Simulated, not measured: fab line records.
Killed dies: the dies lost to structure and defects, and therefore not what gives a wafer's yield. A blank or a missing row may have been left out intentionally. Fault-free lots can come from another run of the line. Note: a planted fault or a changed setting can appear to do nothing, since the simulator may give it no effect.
A lot that was struck, set against a sound lot | flow nand harc | 39 out of 1302 route steps
Sound: these wafers, L723.4, L723.5, L723.6. Struck: wafers L733.2, L733.5, L733.6. The cause is named last.
For every step that has rows: the tool of each side, followed by ch and its chambers, followed by its first start. Under that, the readings that differ: sound wafers | struck wafers | difference of the means | sigmas: that difference in standard deviations of wafers without a fault.
alike: readings with means less than 2 such deviations apart, plus words and numbers identical on both sides. not compared: withheld readings, readings lacking a value on some wafer, bounds such as >300 that could conceal the same value, and numbers that have no deviation in the record and whose values overlap.
Wherever a step has rows on one side only, a row that says differs or no value, or a row with sigmas, the two part there. Numbers that have no deviation but don't overlap get no sigmas and don't part them. A reading missing from all wafers of one side parts the sides only when that side holds two or more wafers.

NHARC_P_M1_OVL_MEAS_10: pitch 260 nm.
  sound on overlay-02, day 9 04:40; struck on overlay-01, day 13 03:10
  alike: overlay x nm, overlay y nm
NHARC_P_M1_INSPECT_11:
  sound on defect inspect-01, day 9 04:41; struck on defect inspect-02, day 13 03:12
  alike: raw defect count
NHARC_P_M1_DESCUM_14: chemistry O2, time 3 s.
  sound on rie diel-06 ch 2,3, day 9 04:45; struck on rie diel-08 ch 0,3, day 13 03:16
  alike: drypump motor current A, oes product au, rf vpp V, showerhead plenum p Torr, throttle valve pct
  not compared: rf hours counter h
NHARC_P_M1_ETCH_35: etches the open film in N2/H2, target depth 40 nm, overetch 12 nm, time 43.94 s.
  sound on rie diel-06 ch 2,3, day 9 04:50; struck on rie diel-08 ch 0,1, day 13 03:21
  alike: drypump motor current A, h2 flow sccm, oes product au, rf vpp V, showerhead plenum p Torr, throttle valve pct
  not compared: rf hours counter h
NHARC_P_M1_ETCH_15: etches the open film in C4F8/Ar, target depth 182.5 nm, time 91.2 s.
  sound: rie diel-06 ch 1,2; struck: rie diel-08 ch 0,3
  alike: oes product au, rf vpp V
  not compared: rf hours counter h
NHARC_P_M1_CD_MEAS_16:
  sound on cd sem-01, day 9 05:04; struck on cd sem-01, day 13 03:34
  alike: cd nm
then, 5 steps without rows for these wafers: NHARC_P_M1_STRIP_18 (strips in N2/H2); NHARC_P_M1_ETCH_28 (etches the open film in CF4/N2, target depth 30 nm, time 72.99 s); NHARC_P_M1_STRIP_19 (strips in post etch residue remover, time 600 s); NHARC_P_M1_DEGAS_29 (time 60 s); NHARC_P_M1_PRE_CLEAN_30 (time 30 s).
NHARC_P_M1_PVD_20: deposits TaN, target thk 5 nm, time 8.06 s.
  sound on pvd sputter-02; struck on pvd sputter-03
  alike: substrate temp c, throttle valve pct
NHARC_P_M1_PVD_21: deposits Cu, target thk 30 nm, time 20.49 s.
  sound on pvd sputter-02, day 9 06:02; struck on pvd sputter-03, day 13 04:43
  alike: substrate temp c, throttle valve pct
then, 16 steps without rows for these wafers: NHARC_P_M1_ECD_22 (material Cu, target thk 400 nm); NHARC_P_M1_ANNEAL_31 (time 90 s); NHARC_P_M1_CMP_23 (polishes, t overpolish 20 s, target thk 157.82 nm); NHARC_P_M1_SRD_25; NHARC_P_M1_PRE_CLEAN_32 (time 12 s); NHARC_P_M1_DEP_33 (deposits SiCN, target thk 30 nm); NHARC_P_M2_DEP_00 (deposits SiOC, target thk 182.5 nm); NHARC_P_M2_DEHYDRATE_01 (time 120 s); NHARC_P_M2_HMDS_02 (time 30 s); NHARC_P_M2_COAT_34 (time 65 s); NHARC_P_M2_COAT_03 (resist thk 90 nm); NHARC_P_M2_SOFTBAKE_04 (time 55 s); NHARC_P_M2_EBR_05; NHARC_P_M2_EXPOSE_06 (exposes mask P M2, target cd 170 nm); NHARC_P_M2_PEB_07 (peb time 65 s); NHARC_P_M2_DEVELOP_08 (develop time 35 s).
NHARC_P_M2_CD_MEAS_09: target cd 170 nm.
  sound on cd sem-02 ch 0, day 9 08:45; struck on cd sem-02 ch 0, day 13 07:25
  alike: cd nm
NHARC_P_M2_OVL_MEAS_10: pitch 340 nm.
  sound on overlay-02, day 9 08:50; struck on overlay-02, day 13 07:30
  alike: overlay x nm, overlay y nm
then, 2 steps without rows for these wafers: NHARC_P_M2_DESCUM_14 (chemistry O2, time 3 s); NHARC_P_M2_ETCH_35 (etches the open film in N2/H2, target depth 40 nm, overetch 12 nm, time 43.94 s).
NHARC_P_M2_ETCH_15: etches the open film in C4F8/Ar, target depth 182.5 nm, time 91.2 s.
  sound: rie diel-13 ch 1,2,3; struck: rie diel-10 ch 0,2,3
  reading               | sound             | struck            | difference | sigmas
  oes product au (a.u.) | 0.927 0.926 0.910 | 0.952 0.992 0.981 | +0.054     | +2
  alike: rf vpp V
  not compared: rf hours counter h
NHARC_P_M2_CD_MEAS_16:
  sound on cd sem-02, day 9 09:14; struck on cd sem-03, day 13 07:54
  alike: cd nm
then, 3 steps without rows for these wafers: NHARC_P_M2_STRIP_18 (strips in N2/H2); NHARC_P_M2_ETCH_28 (etches the open film in CF4/N2, target depth 30 nm, time 72.99 s); NHARC_P_M2_STRIP_19 (strips in post etch residue remover, time 600 s).
-- break in the record here, with 18 days between the starts of the struck wafers on either side (left off in module P_M2, picked up again in module END, where the first step shown is number 1302 on the route) --
NHARC_END_SORT_01:
  sound on prober-02 ch 0, day 27 18:01; struck on prober-02 ch 0, day 31 08:38
  reading                  | sound          | struck         | difference | sigmas
  defect limited yield (%) | 93.4 93.6 93.4 | 85.5 84.8 81.7 | -9.5       | -4
  killed at periphery      | 2 4 1          | 54 49 72       | +56        | +22
  killed dies              | 45 43 45       | 98 103 124     | +64        | +4
  alike: killed at array, killed at other, killed open, killed short

WHERE THEY PART
First at NHARC_P_M2_ETCH_15; last, within this record, at NHARC_END_SORT_01.

WHY: what the simulator had put in
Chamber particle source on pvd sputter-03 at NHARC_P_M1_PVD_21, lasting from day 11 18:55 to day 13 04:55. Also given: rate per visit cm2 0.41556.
